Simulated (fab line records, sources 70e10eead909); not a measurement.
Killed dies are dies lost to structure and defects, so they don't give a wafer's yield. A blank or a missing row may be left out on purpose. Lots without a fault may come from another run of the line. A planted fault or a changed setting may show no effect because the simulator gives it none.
Which tool did it? | flow nand_harc | 13 lots, 39 wafers sampled, at 5 steps of a route of 1159

WHAT THE GAUGES READ, wafer by wafer
NHARC_P_STI_CD_MEAS_09: target cd 200 nm.
lot  | measured    | on        | cd_nm (nm)
L210 | day 2 13:29 | cd_sem-03 | 201 203 203
L211 | day 3 02:01 | cd_sem-03 | 199 203 206
L212 | day 3 02:02 | cd_sem-01 | 203 200 196
L213 | day 3 11:04 | cd_sem-01 | 200 198 202
L217 | day 4 12:46 | cd_sem-01 | 199 201 202
L224 | day 6 05:59 | cd_sem-03 | 194 196 199
L226 | day 6 14:13 | cd_sem-02 | 194 195 197
L227 | day 7 00:51 | cd_sem-03 | 196 202 199
L230 | day 7 13:37 | cd_sem-01 | 195 206 197
L231 | day 8 01:20 | cd_sem-03 | 196 200 197
L232 | day 8 01:18 | cd_sem-02 | 202 207 204

NHARC_END_SORT_01.
lot  | measured     | on        | killed_at_array | killed_at_other | killed_at_periphery | killed_dies | killed_open | killed_short
L210 | day 19 13:40 | prober-01 | 39 34 31        | 1 0 0           | 4 7 1               | 44 41 32    | 8 7 3       | 2 0 1
L211 | day 20 05:58 | prober-02 | 35 30 41        | 0 0 1           | 2 6 3               | 37 36 45    | 2 0 4       | 1 2 4
L212 | day 19 21:27 | prober-01 | 16 27 21        | 0 1 0           | 4 8 5               | 20 36 26    | 0 7 1       | 1 2 1
L213 | day 20 06:50 | prober-01 | 49 49 51        | 0 1 1           | 1 3 3               | 50 53 55    | 7 3 5       | 0 1 0
L215 | day 21 02:23 | prober-01 | 32 30 32        | 1 0 0           | 644 647 645         | 677 677 677 | 4 2 5       | 0 0 3
L216 | day 21 11:05 | prober-01 | 28 44 46        | 0 0 2           | 649 633 629         | 677 677 677 | 1 6 4       | 1 1 2
L217 | day 21 17:05 | prober-02 | 43 38 51        | 1 1 0           | 2 0 4               | 46 39 55    | 0 2 4       | 2 1 4
L224 | day 23 12:50 | prober-01 | 35 30 32        | 1 1 2           | 2 3 2               | 38 34 36    | 1 3 1       | 2 0 1
L226 | day 23 13:37 | prober-02 | 35 33 29        | 0 0 0           | 3 2 3               | 38 35 32    | 2 1 3       | 0 2 0
L227 | day 23 21:27 | prober-01 | 27 33 37        | 0 1 0           | 2 3 2               | 29 37 39    | 2 3 5       | 3 3 1
L230 | day 24 18:47 | prober-01 | 50 45 55        | 1 0 1           | 7 3 7               | 58 48 63    | 2 1 7       | 1 2 2
L231 | day 24 12:58 | prober-02 | 36 31 27        | 1 0 2           | 1 1 4               | 38 32 33    | 2 1 1       | 1 0 1
L232 | day 25 03:30 | prober-01 | 22 21 15        | 0 1 0           | 0 1 1               | 22 23 16    | 2 3 3       | 3 2 1

WHICH TOOL RAN EACH LOT (tool, then ch and the chambers of the sampled wafers, then the start)
lot  | NHARC_P_ZERO_WELL_DESCUM_13       | NHARC_P_ZERO_WELL_ETCH_62                    | NHARC_P_ZERO_WELL_IMPLANT_27
L210 | rie_diel-10 ch 0,1,3, day 1 19:23 | rie_diel-10 ch 0,1,3, day 1 20:53 or earlier | implanter-02 ch 0, day 1 20:53
L211 | rie_diel-05 ch 0,1, day 2 01:25   | rie_diel-05 ch 0,1, day 2 02:56 or earlier   | implanter-01 ch 0, day 2 02:56
L212 | rie_diel-10 ch 2,3, day 2 07:26   | rie_diel-10 ch 0,2,3, day 2 08:56 or earlier | implanter-01 ch 0, day 2 08:56
L213 | rie_diel-11 ch 2,3, day 2 13:25   | rie_diel-11 ch 0,3, day 2 15:01 or earlier   | implanter-01 ch 0, day 2 15:01
L215 | rie_diel-05 ch 0,1, day 3 01:24   | rie_diel-05 ch 2,3, day 3 02:56 or earlier   | implanter-01, day 3 02:56
L216 | rie_diel-10 ch 1,2, day 3 07:24   | rie_diel-10 ch 1,2,3, day 3 08:51 or earlier | implanter-02, day 3 08:51
L217 | rie_diel-05 ch 0,1,3, day 3 13:31 | rie_diel-05 ch 0,2,3, day 3 15:03 or earlier | implanter-02 ch 0, day 3 15:03
L224 | rie_diel-10 ch 0,3, day 5 07:19   | rie_diel-10 ch 0,1,3, day 5 08:48 or earlier | implanter-01 ch 0, day 5 08:48
L226 | rie_diel-10 ch 1,2,3, day 5 19:18 | rie_diel-10 ch 0,2, day 5 20:50 or earlier   | implanter-01 ch 0, day 5 20:50
L227 | rie_diel-10 ch 0,1,2, day 6 01:17 | rie_diel-10 ch 0,2,3, day 6 02:42 or earlier | implanter-01 ch 0, day 6 02:42
L230 | rie_diel-11 ch 1,2,3, day 6 19:20 | rie_diel-11 ch 1,3, day 6 20:52 or earlier   | implanter-02 ch 0, day 6 20:52
L231 | rie_diel-05 ch 1,2,3, day 7 01:28 | rie_diel-05 ch 0,3, day 7 02:51 or earlier   | implanter-02 ch 0, day 7 02:51
L232 | rie_diel-05 ch 1,2, day 7 07:17   | rie_diel-05 ch 0,1,3, day 7 08:43 or earlier | implanter-02 ch 0, day 7 08:43
- NHARC_P_ZERO_WELL_DESCUM_13: chemistry O2, time 3 s.
- NHARC_P_ZERO_WELL_ETCH_62: etches the open film in CHF3/Ar, target depth 13 nm, time 6.5 s.
- NHARC_P_ZERO_WELL_IMPLANT_27

WHAT THE TOOLS THEMSELVES READ (means of the sampled wafers that have a number; where no wafer has one, the mark that the record gives instead)
NHARC_P_ZERO_WELL_DESCUM_13.
lot  | tool        | drypump_motor_current_A (A) | oes_product_au (a.u.) | rf_vpp_V (V) | showerhead_plenum_p_Torr (Torr) | throttle_valve_pct (%)
L210 | rie_diel-10 | 5.9                         | 1.004                 | 57.9         | 1.91                            | 11.315
L211 | rie_diel-05 | 5.8                         | 1.009                 | 57.8         | 1.81                            | 11.312
L212 | rie_diel-10 | 5.9                         | 0.998                 | 57.3         | 2.00                            | 11.306
L213 | rie_diel-11 | 6.1                         | 0.992                 | 58.2         | 1.94                            | 11.318
L215 | rie_diel-05 | 5.9                         | 1.002                 | 57.5         | 1.81                            | 11.307
L216 | rie_diel-10 | 5.9                         | 1.017                 | 58.2         | 2.02                            | 11.310
L217 | rie_diel-05 | 5.8                         | 1.001                 | 57.6         | 1.84                            | 11.306
L224 | rie_diel-10 | 6.0                         | 0.995                 | 58.5         | 1.92                            | 11.316
L226 | rie_diel-10 | 5.7                         | 1.015                 | 58.2         | 1.99                            | 11.306
L227 | rie_diel-10 | 6.1                         | 1.018                 | 57.3         | 1.93                            | 11.310
L230 | rie_diel-11 | 6.0                         | 1.006                 | 58.5         | 1.91                            | 11.313
L231 | rie_diel-05 | 5.4                         | 0.994                 | 57.8         | 1.86                            | 11.314
L232 | rie_diel-05 | 5.2                         | 0.998                 | 57.7         | 1.84                            | 11.313

NHARC_P_ZERO_WELL_ETCH_62.
lot  | tool        | drypump_motor_current_A (A) | oes_product_au (a.u.) | rf_vpp_V (V) | showerhead_plenum_p_Torr (Torr) | throttle_valve_pct (%)
L210 | rie_diel-10 | 5.9                         | 0.969                 | 371.1        | 2.35                            | 20.216
L211 | rie_diel-05 | 5.8                         | 0.975                 | 368.1        | 2.23                            | 20.226
L212 | rie_diel-10 | 6.2                         | 0.983                 | 372.0        | 2.38                            | 20.224
L213 | rie_diel-11 | 5.9                         | 0.977                 | 371.2        | 2.35                            | 20.219
L215 | rie_diel-05 | 5.4                         | 0.959                 | 369.7        | 2.30                            | 20.215
L216 | rie_diel-10 | 5.7                         | 0.979                 | 373.3        | 2.44                            | 20.223
L217 | rie_diel-05 | 5.5                         | 0.966                 | 368.5        | 2.27                            | 20.222
L224 | rie_diel-10 | 5.9                         | 0.979                 | 370.3        | 2.35                            | 20.217
L226 | rie_diel-10 | 6.4                         | 0.987                 | 371.6        | 2.40                            | 20.213
L227 | rie_diel-10 | 6.2                         | 0.988                 | 371.6        | 2.38                            | 20.222
L230 | rie_diel-11 | 6.0                         | 0.982                 | 370.5        | 2.31                            | 20.215
L231 | rie_diel-05 | 5.9                         | 0.937                 | 369.4        | 2.25                            | 20.211
L232 | rie_diel-05 | 5.8                         | 0.954                 | 368.4        | 2.26                            | 20.215

NHARC_P_ZERO_WELL_IMPLANT_27.
lot  | tool         | beam_energy_keV | beam_on_s (s)
L210 | implanter-02 | 600.13          | 10.10
L211 | implanter-01 | 600.03          | 10.03
L212 | implanter-01 | 599.98          | 10.06
L213 | implanter-01 | 600.04          | 10.11
L215 | implanter-01 | -               | -
L216 | implanter-02 | -               | -
L217 | implanter-02 | 600.15          | 10.00
L224 | implanter-01 | 600.03          | 10.08
L226 | implanter-01 | 599.86          | 9.95
L227 | implanter-01 | 600.09          | 10.02
L230 | implanter-02 | 599.85          | 10.03
L231 | implanter-02 | 600.14          | 10.12
L232 | implanter-02 | 599.72          | 9.81

THE ANSWER, worked out from the rows above alone
Rule: what is usual is taken from the lots themselves. Put in order of their means at a reading, lots are off if they are a third of the lots or fewer, leave a main group of 4 or more, and stand apart from it by a gap of 3 or more times the standard deviation of the main group's means; of several such gaps the widest counts. A main group whose means are all the same, to the digits that the tables above print for the reading, isn't used. A lot without any number at a reading at which 4 lots or more have one is off too. The other lots that the step has rows for count as sound. The gauges are gone through in route order, then the tools' own readings, and for those a lot's mean is taken as printed above. The first step at which some lot is off is used, and at that step the reading that is off furthest; a lot without a number counts as furthest.
Off: L215, L216, at NHARC_END_SORT_01 (killed_at_periphery). The main group: mean 3.0, standard deviation 1.5.
A tool fits if, at a process step before that reading, it ran every lot that is off, and no sound lot after the first of them. The gauges at NHARC_END_SORT_01 aren't tried: what is off there is off at NHARC_P_ZERO_WELL_IMPLANT_27 too, on other tools, and a gauge's error can't cause that. NHARC_P_ZERO_WELL_ETCH_62 gives no start for some lots, so the hours and the order of its lots are those of NHARC_P_ZERO_WELL_IMPLANT_27. None of those tried fits.

WHAT THE SIMULATOR HAD PUT IN
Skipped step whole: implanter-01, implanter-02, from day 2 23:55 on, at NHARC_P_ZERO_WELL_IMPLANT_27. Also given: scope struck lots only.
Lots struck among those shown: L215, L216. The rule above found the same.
